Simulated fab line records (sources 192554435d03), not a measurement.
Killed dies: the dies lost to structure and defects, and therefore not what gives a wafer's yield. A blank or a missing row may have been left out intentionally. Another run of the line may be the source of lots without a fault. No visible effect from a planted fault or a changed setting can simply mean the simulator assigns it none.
3 desks looking at one fault / flow n5-finfet / each desk has only its own numbers; what lay behind them comes last

== AT THE METROLOGY DESK ==
What the gauges read for every lot (on any tool): the sampled wafers with a number, averaged. Marked OUT: a lot whose mean sits more than 4 standard deviations from the usual mean, which makes it out of limits; the brackets give that distance.
Columns: A = M9_OVL at N5_BEOL_M9_OVL_MEAS_12, usual -0.1 nm
lot=L175; first seen here=day 10 08:59; A=0.2
lot=L174; first seen here=day 10 09:12; A=0.9
lot=L177; first seen here=day 11 05:37; A=-0.3
lot=L178; first seen here=day 11 10:17; A=-1.6
lot=L183; first seen here=day 12 20:35; A=-0.3
lot=L187; first seen here=day 13 18:49; A=-0.5
lot=L189; first seen here=day 14 04:46; A=-1.1
lot=L191; first seen here=day 14 14:22; A=0.5
lot=L194; first seen here=day 15 07:37; A=-0.7
lot=L197; first seen here=day 15 23:47; A=0.6
lot=L196; first seen here=day 16 00:46; A=-0.3
Finding of this desk: none of the 11 lots has anything out of limits.

== TOOL OWNER'S DESK, litho-track-04 ==
The tool's own readings at N5_BEOL_M9_COAT_75 (time 60 s, resist thk 5 nm): means of the sampled wafers that have a number, for each lot that ran on this tool. Marked OUT: a lot whose mean sits more than 4 standard deviations from the usual mean, which makes it out of limits; the brackets give that distance.
Columns: A = heater-power-total-W at N5_BEOL_M9_COAT_75, usual 391.8 W; B = plate-temp-C at N5_BEOL_M9_COAT_75, usual 204.97 C; C = run-length-s at N5_BEOL_M9_COAT_75, usual 66.18 s
lot=L175; first seen here=day 10 11:46; A=391.2; B=204.98; C=66.28
lot=L177; first seen here=day 11 08:40; A=391.0; B=204.97; C=66.24
lot=L178; first seen here=day 11 11:09; A=391.4; B=205.17; C=66.29
lot=L183; first seen here=day 12 22:01; A=398.5 (+5.2) OUT; B=204.97; C=64.74 (-6.5) OUT
lot=L187; first seen here=day 13 22:39; A=404.3 (+9.6) OUT; B=205.09; C=63.18 (-14) OUT
lot=L197; first seen here=day 16 04:26; A=391.5; B=205.01; C=66.35
Finding of this desk: L183, L187 out of limits; the first was L183 at day 12 22:01, on heater-power-total-W at N5_BEOL_M9_COAT_75. Within limits: L175, L177, L178, L197.

== THE DEFECT DESK ==
What the inspections along the route counted, lot by lot: means of the sampled wafers that have a number. Marked OUT: a lot whose mean sits more than 4 standard deviations from the usual mean, which makes it out of limits; the brackets give that distance.
Columns: A = raw-defect-count at N5_BEOL_M9_INSPECT_30, usual 385
lot=L174; first seen here=day 10 12:02; A=373
lot=L175; first seen here=day 10 12:14; A=300
lot=L177; first seen here=day 11 09:11; A=465
lot=L178; first seen here=day 11 11:30; A=397
lot=L183; first seen here=day 12 22:25; A=328
lot=L187; first seen here=day 13 23:00; A=566
lot=L189; first seen here=day 14 06:47; A=608
lot=L191; first seen here=day 14 18:59; A=392
lot=L194; first seen here=day 15 09:30; A=329
lot=L197; first seen here=day 16 04:48; A=302
lot=L196; first seen here=day 16 04:59; A=396
Finding of this desk: none of the 11 lots has anything out of limits.

== ALL TOGETHER ==
On L183, L187, at day 12 22:01, an alarm was possible from the tool owner's desk.
Nothing out of limits was seen by the metrology desk.
Nothing out of limits was seen by the defect desk.
The metrology desk has L183, L187 on record, within its limits.
The defect desk has L183, L187 on record, within its limits.
All the named lots went through N5_BEOL_M9_COAT_75 on litho-track-04.

== WHAT THE SIMULATOR PUT IN ==
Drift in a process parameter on litho-track-04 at N5_BEOL_M9_COAT_75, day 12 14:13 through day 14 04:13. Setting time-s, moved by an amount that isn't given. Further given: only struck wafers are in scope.
Lots struck among those shown: L183, L187.
Hours from the fault's start to each desk's first reading out of limits: the tool owner's desk, 8.
